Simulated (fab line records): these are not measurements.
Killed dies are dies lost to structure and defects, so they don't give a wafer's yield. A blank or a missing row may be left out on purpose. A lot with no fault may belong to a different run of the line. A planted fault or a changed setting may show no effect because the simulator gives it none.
Commonality check across tools || flow nand_harc || Lots sampled 12, wafers sampled 36

== WHAT PROMPTED THE OPENING ==
Flagged at NHARC_P_ZERO_WELL_CD_MEAS_52: reading cd_nm, on 1 of 12 lots. Fault-free wafers read 1999.8 nm, with a standard deviation of 1.5.
Rule: a lot is flagged when every wafer of it that has a number lies more than 4 standard deviations from that mean, or none has a number. All remaining lots are regarded as sound.

{"lot": "L988", "measured": "day 1 23:34", "on": "cd_sem-02", "cd_nm (nm), wafer by wafer": "1997.5 1999.5 1999.4", "flag": ""}
{"lot": "L989", "measured": "day 2 06:37", "on": "cd_sem-02", "cd_nm (nm), wafer by wafer": "1997.2 1999.2 1995.4", "flag": ""}
{"lot": "L990", "measured": "day 2 12:06", "on": "cd_sem-02", "cd_nm (nm), wafer by wafer": "2001.6 2000.9 1999.0", "flag": ""}
{"lot": "L994", "measured": "day 3 11:56", "on": "cd_sem-01", "cd_nm (nm), wafer by wafer": "1997.5 1996.6 1998.1", "flag": ""}
{"lot": "L995", "measured": "day 3 17:32", "on": "cd_sem-01", "cd_nm (nm), wafer by wafer": "1998.0 1998.0 1996.9", "flag": ""}
{"lot": "L996", "measured": "day 3 23:44", "on": "cd_sem-01", "cd_nm (nm), wafer by wafer": "1997.9 1998.9 1999.6", "flag": ""}
{"lot": "L998", "measured": "day 4 11:42", "on": "cd_sem-03", "cd_nm (nm), wafer by wafer": "2002.1 2000.9 1998.7", "flag": ""}
{"lot": "L999", "measured": "day 4 17:46", "on": "cd_sem-01", "cd_nm (nm), wafer by wafer": "1998.4 2000.1 1998.8", "flag": ""}
{"lot": "L100", "measured": "day 4 23:50", "on": "cd_sem-03", "cd_nm (nm), wafer by wafer": "1824.0 1823.5 1822.8", "flag": "FLAGGED"}
{"lot": "L101", "measured": "day 5 05:54", "on": "cd_sem-03", "cd_nm (nm), wafer by wafer": "1998.4 2002.4 2003.4", "flag": ""}
{"lot": "L105", "measured": "day 6 06:01", "on": "cd_sem-01", "cd_nm (nm), wafer by wafer": "1998.9 1998.3 2001.4", "flag": ""}
{"lot": "L110", "measured": "day 7 11:38", "on": "cd_sem-03", "cd_nm (nm), wafer by wafer": "1997.4 1998.5 1998.9", "flag": ""}
Averaged over the flagged lots the numbers come to 1823.4 nm, -176.4 nm from the usual (-99 or more standard deviations).

== WHICH TOOL RAN EACH LOT ==
The record holds 2 process steps before the reading, out of a route of 1159 steps. In each cell: the tool, then ch and the chambers that the sampled wafers went through, then the start.
{"lot": "L988", "flag": "", "NHARC_P_ZERO_WELL_ETCH_65": "rie_diel-10 ch 0,1,2, day 1 19:25", "NHARC_P_ZERO_WELL_EXPOSE_49": "krf_scanner-02 ch 0, day 1 23:23"}
{"lot": "L989", "flag": "", "NHARC_P_ZERO_WELL_ETCH_65": "rie_diel-10 ch 0,2, day 2 02:10", "NHARC_P_ZERO_WELL_EXPOSE_49": "krf_scanner-03 ch 0, day 2 06:28"}
{"lot": "L990", "flag": "", "NHARC_P_ZERO_WELL_ETCH_65": "rie_diel-09 ch 0,2,3, day 2 07:53", "NHARC_P_ZERO_WELL_EXPOSE_49": "krf_scanner-03 ch 0, day 2 11:56"}
{"lot": "L994", "flag": "", "NHARC_P_ZERO_WELL_ETCH_65": "rie_diel-03 ch 2,3, day 3 07:30", "NHARC_P_ZERO_WELL_EXPOSE_49": "krf_scanner-04 ch 0, day 3 11:47"}
{"lot": "L995", "flag": "", "NHARC_P_ZERO_WELL_ETCH_65": "rie_diel-10 ch 1,2, day 3 13:31", "NHARC_P_ZERO_WELL_EXPOSE_49": "krf_scanner-04 ch 0, day 3 17:23"}
{"lot": "L996", "flag": "", "NHARC_P_ZERO_WELL_ETCH_65": "rie_diel-10 ch 1,2, day 3 19:23", "NHARC_P_ZERO_WELL_EXPOSE_49": "krf_scanner-03 ch 0, day 3 23:34"}
{"lot": "L998", "flag": "", "NHARC_P_ZERO_WELL_ETCH_65": "rie_diel-10 ch 0,1, day 4 07:32", "NHARC_P_ZERO_WELL_EXPOSE_49": "krf_scanner-03 ch 0, day 4 11:33"}
{"lot": "L999", "flag": "", "NHARC_P_ZERO_WELL_ETCH_65": "rie_diel-03 ch 2,3, day 4 13:31", "NHARC_P_ZERO_WELL_EXPOSE_49": "krf_scanner-03 ch 0, day 4 17:37"}
{"lot": "L100", "flag": "FLAGGED", "NHARC_P_ZERO_WELL_ETCH_65": "rie_diel-03 ch 0,2,3, day 4 19:35", "NHARC_P_ZERO_WELL_EXPOSE_49": "krf_scanner-02 ch 0, day 4 23:41"}
{"lot": "L101", "flag": "", "NHARC_P_ZERO_WELL_ETCH_65": "rie_diel-10 ch 1,2,3, day 5 01:38", "NHARC_P_ZERO_WELL_EXPOSE_49": "krf_scanner-02 ch 0, day 5 05:45"}
{"lot": "L105", "flag": "", "NHARC_P_ZERO_WELL_ETCH_65": "rie_diel-03 ch 1,2, day 6 01:35", "NHARC_P_ZERO_WELL_EXPOSE_49": "krf_scanner-02 ch 0, day 6 05:52"}
{"lot": "L110", "flag": "", "NHARC_P_ZERO_WELL_ETCH_65": "rie_diel-10 ch 0,1,2, day 7 07:22", "NHARC_P_ZERO_WELL_EXPOSE_49": "krf_scanner-03 ch 0, day 7 11:28"}
These steps, and what they do:
- NHARC_P_ZERO_WELL_ETCH_65: etches the open film in N2/H2, target depth 80 nm, overetch 24 nm, time 87.88 s.
- NHARC_P_ZERO_WELL_EXPOSE_49: exposes mask P HVPW, target cd 2000 nm.
- NHARC_P_ZERO_WELL_CD_MEAS_52: target cd 2000 nm.

== FLAGGED AGAINST TOTAL, ONE TOOL AT A TIME (gauges that did the reading follow at the end) ==
{"step": "NHARC_P_ZERO_WELL_ETCH_65", "tool": "rie_diel-03", "lots run": 4, "flagged": 1, "share of the flagged lots": "all", "sound lots run after its first flagged lot": "1 (L105)"}
{"step": "NHARC_P_ZERO_WELL_ETCH_65", "tool": "rie_diel-09", "lots run": 1, "flagged": 0, "share of the flagged lots": "none", "sound lots run after its first flagged lot": "-"}
{"step": "NHARC_P_ZERO_WELL_ETCH_65", "tool": "rie_diel-10", "lots run": 7, "flagged": 0, "share of the flagged lots": "none", "sound lots run after its first flagged lot": "-"}
{"step": "NHARC_P_ZERO_WELL_EXPOSE_49", "tool": "krf_scanner-02", "lots run": 4, "flagged": 1, "share of the flagged lots": "all", "sound lots run after its first flagged lot": "2 (L101,L105)"}
{"step": "NHARC_P_ZERO_WELL_EXPOSE_49", "tool": "krf_scanner-03", "lots run": 6, "flagged": 0, "share of the flagged lots": "none", "sound lots run after its first flagged lot": "-"}
{"step": "NHARC_P_ZERO_WELL_EXPOSE_49", "tool": "krf_scanner-04", "lots run": 2, "flagged": 0, "share of the flagged lots": "none", "sound lots run after its first flagged lot": "-"}
{"step": "NHARC_P_ZERO_WELL_CD_MEAS_52", "tool": "cd_sem-01", "lots run": 5, "flagged": 0, "share of the flagged lots": "none", "sound lots run after its first flagged lot": "-"}
{"step": "NHARC_P_ZERO_WELL_CD_MEAS_52", "tool": "cd_sem-02", "lots run": 3, "flagged": 0, "share of the flagged lots": "none", "sound lots run after its first flagged lot": "-"}
{"step": "NHARC_P_ZERO_WELL_CD_MEAS_52", "tool": "cd_sem-03", "lots run": 4, "flagged": 1, "share of the flagged lots": "all", "sound lots run after its first flagged lot": "2 (L101,L110)"}

== WHAT THE TABLE PERMITS ==
rie_diel-03 at NHARC_P_ZERO_WELL_ETCH_65, krf_scanner-02 at NHARC_P_ZERO_WELL_EXPOSE_49 and cd_sem-03 at NHARC_P_ZERO_WELL_CD_MEAS_52: these 3 rows of the table ran every flagged lot.
- rie_diel-03 at NHARC_P_ZERO_WELL_ETCH_65: 1 of its 4 lots flagged. After the first flagged lot (L105), sound lots still ran on it; a lasting fault on the whole tool would not permit that.
- krf_scanner-02 at NHARC_P_ZERO_WELL_EXPOSE_49: 1 of its 4 lots flagged. After the first flagged lot (L101, L105), sound lots still ran on it; a lasting fault on the whole tool would not permit that.
- cd_sem-03 at NHARC_P_ZERO_WELL_CD_MEAS_52: 1 of its 4 lots flagged. After the first flagged lot (L101, L110), sound lots still ran on it; a lasting fault on the whole tool would not permit that.
There is no row in the table that ran each flagged lot and no sound lot after the first.

== WHAT THE SIMULATOR HAD PUT IN ==
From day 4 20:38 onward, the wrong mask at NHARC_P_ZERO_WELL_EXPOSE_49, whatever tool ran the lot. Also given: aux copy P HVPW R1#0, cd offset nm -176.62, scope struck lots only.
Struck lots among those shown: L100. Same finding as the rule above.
